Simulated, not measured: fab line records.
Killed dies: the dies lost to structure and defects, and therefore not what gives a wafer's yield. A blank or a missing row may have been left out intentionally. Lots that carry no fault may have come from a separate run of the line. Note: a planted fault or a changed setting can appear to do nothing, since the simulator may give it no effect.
Lot-split experiment / flow n5Finfet / route with 1938 steps; 7 lots, 39 wafers read

## ABOUT THE SPLIT
At N5_DUMMY_GATE_HM_DEP_06 (deposits SiNx from DCS/NH3, target thk 80 nm, time 5141 s), the setting timeS was moved away from the recipe's 5141 s on 36 of the 39 wafers read, by -52.9% to +38.2%. For the rest of the wafers, this setting stayed at what the recipe calls for.

The split's own step is where the reading is taken.

## THE READING
SiNx_of_DUMMY_GATE_HM_DEP_06.thkNm (the simulator's own value, which no gauge read), in nm, at N5_DUMMY_GATE_HM_DEP_06 (deposits SiNx from DCS/NH3, target thk 80 nm, time 5141 s). There is no usual value for it anywhere in the file. The 3 wafers here that ran the recipe average 79.7 nm, standard deviation 0.19 nm.

wafer=L075.1; tool, chamber at the split=-, -; timeS as run, s=3539; against the recipe=-31.2%; SiNx_of_DUMMY_GATE_HM_DEP_06.thkNm, nm=55.4; against lot-mates on the recipe=no lot-mate on the recipe
wafer=L075.2; tool, chamber at the split=-, -; timeS as run, s=3539; against the recipe=-31.2%; SiNx_of_DUMMY_GATE_HM_DEP_06.thkNm, nm=55; against lot-mates on the recipe=no lot-mate on the recipe
wafer=L075.4; tool, chamber at the split=-, -; timeS as run, s=3539; against the recipe=-31.2%; SiNx_of_DUMMY_GATE_HM_DEP_06.thkNm, nm=55; against lot-mates on the recipe=no lot-mate on the recipe
wafer=L075.6; tool, chamber at the split=-, -; timeS as run, s=3539; against the recipe=-31.2%; SiNx_of_DUMMY_GATE_HM_DEP_06.thkNm, nm=55; against lot-mates on the recipe=no lot-mate on the recipe
wafer=L075.3; tool, chamber at the split=-, -; timeS as run, s=3539; against the recipe=-31.2%; SiNx_of_DUMMY_GATE_HM_DEP_06.thkNm, nm=54.8; against lot-mates on the recipe=no lot-mate on the recipe
wafer=L075.5; tool, chamber at the split=-, -; timeS as run, s=3539; against the recipe=-31.2%; SiNx_of_DUMMY_GATE_HM_DEP_06.thkNm, nm=54.4; against lot-mates on the recipe=no lot-mate on the recipe
wafer=L079.1; tool, chamber at the split=-, -; timeS as run, s=4037; against the recipe=-21.5%; SiNx_of_DUMMY_GATE_HM_DEP_06.thkNm, nm=64.6; against lot-mates on the recipe=no lot-mate on the recipe
wafer=L079.2; tool, chamber at the split=-, -; timeS as run, s=4037; against the recipe=-21.5%; SiNx_of_DUMMY_GATE_HM_DEP_06.thkNm, nm=64.6; against lot-mates on the recipe=no lot-mate on the recipe
wafer=L079.3; tool, chamber at the split=-, -; timeS as run, s=4037; against the recipe=-21.5%; SiNx_of_DUMMY_GATE_HM_DEP_06.thkNm, nm=63.8; against lot-mates on the recipe=no lot-mate on the recipe
wafer=L079.4; tool, chamber at the split=-, -; timeS as run, s=4037; against the recipe=-21.5%; SiNx_of_DUMMY_GATE_HM_DEP_06.thkNm, nm=64; against lot-mates on the recipe=no lot-mate on the recipe
wafer=L079.5; tool, chamber at the split=-, -; timeS as run, s=4037; against the recipe=-21.5%; SiNx_of_DUMMY_GATE_HM_DEP_06.thkNm, nm=63.2; against lot-mates on the recipe=no lot-mate on the recipe
wafer=L079.6; tool, chamber at the split=-, -; timeS as run, s=4037; against the recipe=-21.5%; SiNx_of_DUMMY_GATE_HM_DEP_06.thkNm, nm=63.6; against lot-mates on the recipe=no lot-mate on the recipe
wafer=L082.1; tool, chamber at the split=-, -; timeS as run, s=2419; against the recipe=-52.9%; SiNx_of_DUMMY_GATE_HM_DEP_06.thkNm, nm=38.6; against lot-mates on the recipe=no lot-mate on the recipe
wafer=L082.3; tool, chamber at the split=-, -; timeS as run, s=2419; against the recipe=-52.9%; SiNx_of_DUMMY_GATE_HM_DEP_06.thkNm, nm=38.6; against lot-mates on the recipe=no lot-mate on the recipe
wafer=L082.2; tool, chamber at the split=-, -; timeS as run, s=2419; against the recipe=-52.9%; SiNx_of_DUMMY_GATE_HM_DEP_06.thkNm, nm=38.8; against lot-mates on the recipe=no lot-mate on the recipe
wafer=L082.4; tool, chamber at the split=-, -; timeS as run, s=2419; against the recipe=-52.9%; SiNx_of_DUMMY_GATE_HM_DEP_06.thkNm, nm=37.8; against lot-mates on the recipe=no lot-mate on the recipe
wafer=L082.5; tool, chamber at the split=-, -; timeS as run, s=2419; against the recipe=-52.9%; SiNx_of_DUMMY_GATE_HM_DEP_06.thkNm, nm=38.4; against lot-mates on the recipe=no lot-mate on the recipe
wafer=L082.6; tool, chamber at the split=-, -; timeS as run, s=2419; against the recipe=-52.9%; SiNx_of_DUMMY_GATE_HM_DEP_06.thkNm, nm=39; against lot-mates on the recipe=no lot-mate on the recipe
wafer=L087.1; tool, chamber at the split=-, -; timeS as run, s=6795; against the recipe=+32.2%; SiNx_of_DUMMY_GATE_HM_DEP_06.thkNm, nm=105.8; against lot-mates on the recipe=no lot-mate on the recipe
wafer=L087.2; tool, chamber at the split=-, -; timeS as run, s=6795; against the recipe=+32.2%; SiNx_of_DUMMY_GATE_HM_DEP_06.thkNm, nm=106; against lot-mates on the recipe=no lot-mate on the recipe
wafer=L087.6; tool, chamber at the split=-, -; timeS as run, s=6795; against the recipe=+32.2%; SiNx_of_DUMMY_GATE_HM_DEP_06.thkNm, nm=106; against lot-mates on the recipe=no lot-mate on the recipe
wafer=L087.3; tool, chamber at the split=-, -; timeS as run, s=6795; against the recipe=+32.2%; SiNx_of_DUMMY_GATE_HM_DEP_06.thkNm, nm=106.2; against lot-mates on the recipe=no lot-mate on the recipe
wafer=L087.4; tool, chamber at the split=-, -; timeS as run, s=6795; against the recipe=+32.2%; SiNx_of_DUMMY_GATE_HM_DEP_06.thkNm, nm=105.6; against lot-mates on the recipe=no lot-mate on the recipe
wafer=L087.5; tool, chamber at the split=-, -; timeS as run, s=6795; against the recipe=+32.2%; SiNx_of_DUMMY_GATE_HM_DEP_06.thkNm, nm=105.4; against lot-mates on the recipe=no lot-mate on the recipe
wafer=L094.1; tool, chamber at the split=lpcvd-02, 0/40,0/50; timeS as run, s=5141; against the recipe=recipe; SiNx_of_DUMMY_GATE_HM_DEP_06.thkNm, nm=79.6; against lot-mates on the recipe=-
wafer=L094.3; tool, chamber at the split=lpcvd-02, 0/40,0/50; timeS as run, s=5141; against the recipe=recipe; SiNx_of_DUMMY_GATE_HM_DEP_06.thkNm, nm=79.6; against lot-mates on the recipe=-
wafer=L094.6; tool, chamber at the split=lpcvd-02, 0/64; timeS as run, s=5141; against the recipe=recipe; SiNx_of_DUMMY_GATE_HM_DEP_06.thkNm, nm=80; against lot-mates on the recipe=-
wafer=L095.1; tool, chamber at the split=-, -; timeS as run, s=6102; against the recipe=+18.7%; SiNx_of_DUMMY_GATE_HM_DEP_06.thkNm, nm=94.6; against lot-mates on the recipe=no lot-mate on the recipe
wafer=L095.2; tool, chamber at the split=-, -; timeS as run, s=6102; against the recipe=+18.7%; SiNx_of_DUMMY_GATE_HM_DEP_06.thkNm, nm=93.6; against lot-mates on the recipe=no lot-mate on the recipe
wafer=L095.3; tool, chamber at the split=-, -; timeS as run, s=6102; against the recipe=+18.7%; SiNx_of_DUMMY_GATE_HM_DEP_06.thkNm, nm=94.2; against lot-mates on the recipe=no lot-mate on the recipe
wafer=L095.4; tool, chamber at the split=-, -; timeS as run, s=6102; against the recipe=+18.7%; SiNx_of_DUMMY_GATE_HM_DEP_06.thkNm, nm=94; against lot-mates on the recipe=no lot-mate on the recipe
wafer=L095.6; tool, chamber at the split=-, -; timeS as run, s=6102; against the recipe=+18.7%; SiNx_of_DUMMY_GATE_HM_DEP_06.thkNm, nm=94; against lot-mates on the recipe=no lot-mate on the recipe
wafer=L095.5; tool, chamber at the split=-, -; timeS as run, s=6102; against the recipe=+18.7%; SiNx_of_DUMMY_GATE_HM_DEP_06.thkNm, nm=93.8; against lot-mates on the recipe=no lot-mate on the recipe
wafer=L096.1; tool, chamber at the split=-, -; timeS as run, s=7103; against the recipe=+38.2%; SiNx_of_DUMMY_GATE_HM_DEP_06.thkNm, nm=110.8; against lot-mates on the recipe=no lot-mate on the recipe
wafer=L096.2; tool, chamber at the split=-, -; timeS as run, s=7103; against the recipe=+38.2%; SiNx_of_DUMMY_GATE_HM_DEP_06.thkNm, nm=110.6; against lot-mates on the recipe=no lot-mate on the recipe
wafer=L096.6; tool, chamber at the split=-, -; timeS as run, s=7103; against the recipe=+38.2%; SiNx_of_DUMMY_GATE_HM_DEP_06.thkNm, nm=110.6; against lot-mates on the recipe=no lot-mate on the recipe
wafer=L096.3; tool, chamber at the split=-, -; timeS as run, s=7103; against the recipe=+38.2%; SiNx_of_DUMMY_GATE_HM_DEP_06.thkNm, nm=110; against lot-mates on the recipe=no lot-mate on the recipe
wafer=L096.4; tool, chamber at the split=-, -; timeS as run, s=7103; against the recipe=+38.2%; SiNx_of_DUMMY_GATE_HM_DEP_06.thkNm, nm=111; against lot-mates on the recipe=no lot-mate on the recipe
wafer=L096.5; tool, chamber at the split=-, -; timeS as run, s=7103; against the recipe=+38.2%; SiNx_of_DUMMY_GATE_HM_DEP_06.thkNm, nm=111; against lot-mates on the recipe=no lot-mate on the recipe
If several chambers appear in one row, that row covers several wafers at once and the file leaves open which wafer was in which chamber.

THE FIT
A straight line over all 39 wafers: SiNx_of_DUMMY_GATE_HM_DEP_06.thkNm changes by +0.79 nm for each +1% of timeS; r = +1.00; the points scatter about the line by 0.68 nm.
Too few moved wafers with a lot-mate on the recipe to fit a line net of each lot's own level.

## THE FILE'S OWN FIT
SiNx_of_DUMMY_GATE_HM_DEP_06.thkNm changes by +0.79 nm for each +1% of timeS, r = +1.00.
